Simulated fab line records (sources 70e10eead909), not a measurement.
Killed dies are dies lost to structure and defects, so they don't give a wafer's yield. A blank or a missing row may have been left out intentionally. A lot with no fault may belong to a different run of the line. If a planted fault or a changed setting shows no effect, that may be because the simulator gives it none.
Which tool is to blame? || flow nand-harc || 11 lots with 33 wafers sampled at 4 steps, on a route of 1302 steps

WHAT EACH GAUGE READ, for each wafer
NHARC_P_ZERO_WELL_CD_MEAS_11: the cd target is 500 nm.
{"lot": "L932", "measured": "day 1 21:15", "on": "cd-sem-02", "cd-nm (nm)": "500.3 499.1 501.1"}
{"lot": "L933", "measured": "day 2 07:14", "on": "cd-sem-02", "cd-nm (nm)": "502.5 500.3 504.2"}
{"lot": "L936", "measured": "day 3 13:15", "on": "cd-sem-01", "cd-nm (nm)": "501.0 500.8 499.8"}
{"lot": "L937", "measured": "day 3 23:15", "on": "cd-sem-03", "cd-nm (nm)": "499.5 499.9 498.5"}
{"lot": "L938", "measured": "day 4 09:07", "on": "cd-sem-02", "cd-nm (nm)": "499.1 497.7 499.0"}
{"lot": "L943", "measured": "day 6 11:07", "on": "cd-sem-02", "cd-nm (nm)": "502.5 499.2 499.3"}
{"lot": "L944", "measured": "day 6 21:07", "on": "cd-sem-01", "cd-nm (nm)": "500.0 500.6 502.9"}
{"lot": "L946", "measured": "day 7 17:07", "on": "cd-sem-03", "cd-nm (nm)": "498.7 499.5 501.5"}
{"lot": "L947", "measured": "day 8 03:11", "on": "cd-sem-01", "cd-nm (nm)": "499.4 498.4 498.0"}
{"lot": "L949", "measured": "day 8 23:15", "on": "cd-sem-02", "cd-nm (nm)": "495.9 500.5 497.6"}
{"lot": "L951", "measured": "day 9 19:07", "on": "cd-sem-01", "cd-nm (nm)": "498.5 496.7 502.9"}

NHARC_P_ZERO_WELL_CD_MEAS_24: the cd target is 720 nm.
{"lot": "L932", "measured": "day 1 22:28", "on": "cd-sem-02", "cd-nm (nm)": "721.2 719.8 720.9"}
{"lot": "L933", "measured": "day 2 08:48", "on": "cd-sem-01", "cd-nm (nm)": "717.9 720.5 720.3"}
{"lot": "L936", "measured": "day 3 14:29", "on": "cd-sem-03", "cd-nm (nm)": "722.3 720.1 720.6"}
{"lot": "L937", "measured": "day 4 02:44", "on": "cd-sem-02", "cd-nm (nm)": "720.3 718.5 720.3"}
{"lot": "L938", "measured": "day 4 10:20", "on": "cd-sem-03", "cd-nm (nm)": "719.7 720.2 719.4"}
{"lot": "L943", "measured": "day 6 12:28", "on": "cd-sem-03", "cd-nm (nm)": "722.3 720.7 722.8"}
{"lot": "L944", "measured": "day 6 22:31", "on": "cd-sem-01", "cd-nm (nm)": "719.8 718.1 719.5"}
{"lot": "L946", "measured": "day 7 18:23", "on": "cd-sem-03", "cd-nm (nm)": "720.8 719.2 721.6"}
{"lot": "L947", "measured": "day 8 04:31", "on": "cd-sem-03", "cd-nm (nm)": "711.7 713.1 714.2"}
{"lot": "L949", "measured": "day 9 00:28", "on": "cd-sem-03", "cd-nm (nm)": "722.1 722.0 722.3"}
{"lot": "L951", "measured": "day 9 20:29", "on": "cd-sem-01", "cd-nm (nm)": "718.8 723.0 720.7"}

WHAT TOOL EACH LOT RAN ON (gives the tool, then ch and the chambers of the sampled wafers, and finally the start)
{"lot": "L932", "NHARC_P_ZERO_WELL_DESCUM_13": "rie-diel-07 ch 0,2,3, day 1 21:25", "NHARC_P_ZERO_WELL_EXPOSE_21": "krf-scanner-03 ch 0, day 1 22:19"}
{"lot": "L933", "NHARC_P_ZERO_WELL_DESCUM_13": "rie-diel-07 ch 0,2,3, day 2 07:34", "NHARC_P_ZERO_WELL_EXPOSE_21": "krf-scanner-03 ch 0, day 2 08:38"}
{"lot": "L936", "NHARC_P_ZERO_WELL_DESCUM_13": "rie-diel-07 ch 2,3, day 3 13:25", "NHARC_P_ZERO_WELL_EXPOSE_21": "krf-scanner-02 ch 0, day 3 14:20"}
{"lot": "L937", "NHARC_P_ZERO_WELL_DESCUM_13": "rie-diel-11 ch 0,1,3, day 4 01:25", "NHARC_P_ZERO_WELL_EXPOSE_21": "krf-scanner-02 ch 0, day 4 02:35"}
{"lot": "L938", "NHARC_P_ZERO_WELL_DESCUM_13": "rie-diel-07 ch 1,2,3, day 4 09:17", "NHARC_P_ZERO_WELL_EXPOSE_21": "krf-scanner-02 ch 0, day 4 10:11"}
{"lot": "L943", "NHARC_P_ZERO_WELL_DESCUM_13": "rie-diel-07 ch 0,3, day 6 11:16", "NHARC_P_ZERO_WELL_EXPOSE_21": "krf-scanner-03 ch 0, day 6 12:19"}
{"lot": "L944", "NHARC_P_ZERO_WELL_DESCUM_13": "rie-diel-06 ch 0,1, day 6 21:17", "NHARC_P_ZERO_WELL_EXPOSE_21": "krf-scanner-02 ch 0, day 6 22:22"}
{"lot": "L946", "NHARC_P_ZERO_WELL_DESCUM_13": "rie-diel-07 ch 0,1,2, day 7 17:17", "NHARC_P_ZERO_WELL_EXPOSE_21": "krf-scanner-03 ch 0, day 7 18:14"}
{"lot": "L947", "NHARC_P_ZERO_WELL_DESCUM_13": "rie-diel-06 ch 1,2,3, day 8 03:20", "NHARC_P_ZERO_WELL_EXPOSE_21": "krf-scanner-03 ch 0, day 8 04:22"}
{"lot": "L949", "NHARC_P_ZERO_WELL_DESCUM_13": "rie-diel-06 ch 0,3, day 8 23:24", "NHARC_P_ZERO_WELL_EXPOSE_21": "krf-scanner-03 ch 0, day 9 00:18"}
{"lot": "L951", "NHARC_P_ZERO_WELL_DESCUM_13": "rie-diel-07 ch 0,1,3, day 9 19:16", "NHARC_P_ZERO_WELL_EXPOSE_21": "krf-scanner-01 ch 0, day 9 20:20"}
- NHARC_P_ZERO_WELL_DESCUM_13: chemistry O2, time 3 s.
- NHARC_P_ZERO_WELL_EXPOSE_21: exposes mask P NWELL, target cd 720 nm.

AS READ BY THE TOOLS THEMSELVES (means over the sampled wafers that have a number; for cases with no such wafer, the mark the record gives instead)
NHARC_P_ZERO_WELL_DESCUM_13.
{"lot": "L932", "tool": "rie-diel-07", "drypump-motor-current-A (A)": 5.8, "oes-product-au (a.u.)": 0.993, "rf-vpp-V (V)": 58.5, "showerhead-plenum-p-Torr (Torr)": 1.94, "throttle-valve-pct (%)": 11.313}
{"lot": "L933", "tool": "rie-diel-07", "drypump-motor-current-A (A)": 5.8, "oes-product-au (a.u.)": 0.990, "rf-vpp-V (V)": 57.8, "showerhead-plenum-p-Torr (Torr)": 1.94, "throttle-valve-pct (%)": 11.301}
{"lot": "L936", "tool": "rie-diel-07", "drypump-motor-current-A (A)": 5.6, "oes-product-au (a.u.)": 0.994, "rf-vpp-V (V)": 56.8, "showerhead-plenum-p-Torr (Torr)": 1.96, "throttle-valve-pct (%)": 11.309}
{"lot": "L937", "tool": "rie-diel-11", "drypump-motor-current-A (A)": 6.1, "oes-product-au (a.u.)": 0.991, "rf-vpp-V (V)": 57.0, "showerhead-plenum-p-Torr (Torr)": 1.82, "throttle-valve-pct (%)": 11.309}
{"lot": "L938", "tool": "rie-diel-07", "drypump-motor-current-A (A)": 6.0, "oes-product-au (a.u.)": 1.004, "rf-vpp-V (V)": 58.7, "showerhead-plenum-p-Torr (Torr)": 1.93, "throttle-valve-pct (%)": 11.313}
{"lot": "L943", "tool": "rie-diel-07", "drypump-motor-current-A (A)": 5.8, "oes-product-au (a.u.)": 0.998, "rf-vpp-V (V)": 57.8, "showerhead-plenum-p-Torr (Torr)": 1.88, "throttle-valve-pct (%)": 11.316}
{"lot": "L944", "tool": "rie-diel-06", "drypump-motor-current-A (A)": 6.1, "oes-product-au (a.u.)": 0.992, "rf-vpp-V (V)": 58.0, "showerhead-plenum-p-Torr (Torr)": 1.94, "throttle-valve-pct (%)": 11.312}
{"lot": "L946", "tool": "rie-diel-07", "drypump-motor-current-A (A)": 6.2, "oes-product-au (a.u.)": 1.002, "rf-vpp-V (V)": 57.5, "showerhead-plenum-p-Torr (Torr)": 1.91, "throttle-valve-pct (%)": 11.323}
{"lot": "L947", "tool": "rie-diel-06", "drypump-motor-current-A (A)": 5.8, "oes-product-au (a.u.)": 1.006, "rf-vpp-V (V)": 58.2, "showerhead-plenum-p-Torr (Torr)": 1.92, "throttle-valve-pct (%)": 11.308}
{"lot": "L949", "tool": "rie-diel-06", "drypump-motor-current-A (A)": 6.0, "oes-product-au (a.u.)": 0.997, "rf-vpp-V (V)": 57.6, "showerhead-plenum-p-Torr (Torr)": 1.93, "throttle-valve-pct (%)": 11.319}
{"lot": "L951", "tool": "rie-diel-07", "drypump-motor-current-A (A)": 6.1, "oes-product-au (a.u.)": 0.997, "rf-vpp-V (V)": 57.5, "showerhead-plenum-p-Torr (Torr)": 1.85, "throttle-valve-pct (%)": 11.309}

NHARC_P_ZERO_WELL_EXPOSE_21.
{"lot": "L932", "tool": "krf-scanner-03", "exposure-dose-mJ-cm2": 22.280, "focus-offset-nm (nm)": -0.2}
{"lot": "L933", "tool": "krf-scanner-03", "exposure-dose-mJ-cm2": 22.318, "focus-offset-nm (nm)": -0.7}
{"lot": "L936", "tool": "krf-scanner-02", "exposure-dose-mJ-cm2": 22.298, "focus-offset-nm (nm)": -0.2}
{"lot": "L937", "tool": "krf-scanner-02", "exposure-dose-mJ-cm2": 22.282, "focus-offset-nm (nm)": 0.2}
{"lot": "L938", "tool": "krf-scanner-02", "exposure-dose-mJ-cm2": 22.351, "focus-offset-nm (nm)": -0.2}
{"lot": "L943", "tool": "krf-scanner-03", "exposure-dose-mJ-cm2": 22.306, "focus-offset-nm (nm)": -0.0}
{"lot": "L944", "tool": "krf-scanner-02", "exposure-dose-mJ-cm2": 22.294, "focus-offset-nm (nm)": 0.3}
{"lot": "L946", "tool": "krf-scanner-03", "exposure-dose-mJ-cm2": 22.282, "focus-offset-nm (nm)": -0.4}
{"lot": "L947", "tool": "krf-scanner-03", "exposure-dose-mJ-cm2": 22.298, "focus-offset-nm (nm)": -0.1}
{"lot": "L949", "tool": "krf-scanner-03", "exposure-dose-mJ-cm2": 22.298, "focus-offset-nm (nm)": 0.0}
{"lot": "L951", "tool": "krf-scanner-01", "exposure-dose-mJ-cm2": 22.284, "focus-offset-nm (nm)": 0.3}

THE ANSWER, worked out from the rows above alone
Rule: the usual values come from the lots themselves. The widest of any qualifying gaps counts: lots, ordered by their means at a reading, are off when they make up no more than a third of the lots, leave a main group of 4 or more, and stand apart from it by 3 or more times the standard deviation of that group's means. Not used: any main group whose means are identical at the precision the tables above print for the reading. A lot without any number at a reading at which 4 lots or more have one is off too. Where the step has rows for the other lots, those lots are counted as sound. Order of review: gauges by route order, followed by the tools' own readings, for which a lot's mean as printed above is used. At the first step where some lot is off, the reading lying furthest off is the one used; lots without a number count as furthest.
Off: L947 (NHARC_P_ZERO_WELL_CD_MEAS_24, cd-nm). The main group: mean 720.5 nm, standard deviation 0.95.
A tool fits if, at a process step before that reading, it ran every lot that is off, and no sound lot after the first of them. Gauges at NHARC_P_ZERO_WELL_CD_MEAS_24: tried the same way as those tools. None of those tried fits.

WHAT THE SIMULATOR HAD PUT IN
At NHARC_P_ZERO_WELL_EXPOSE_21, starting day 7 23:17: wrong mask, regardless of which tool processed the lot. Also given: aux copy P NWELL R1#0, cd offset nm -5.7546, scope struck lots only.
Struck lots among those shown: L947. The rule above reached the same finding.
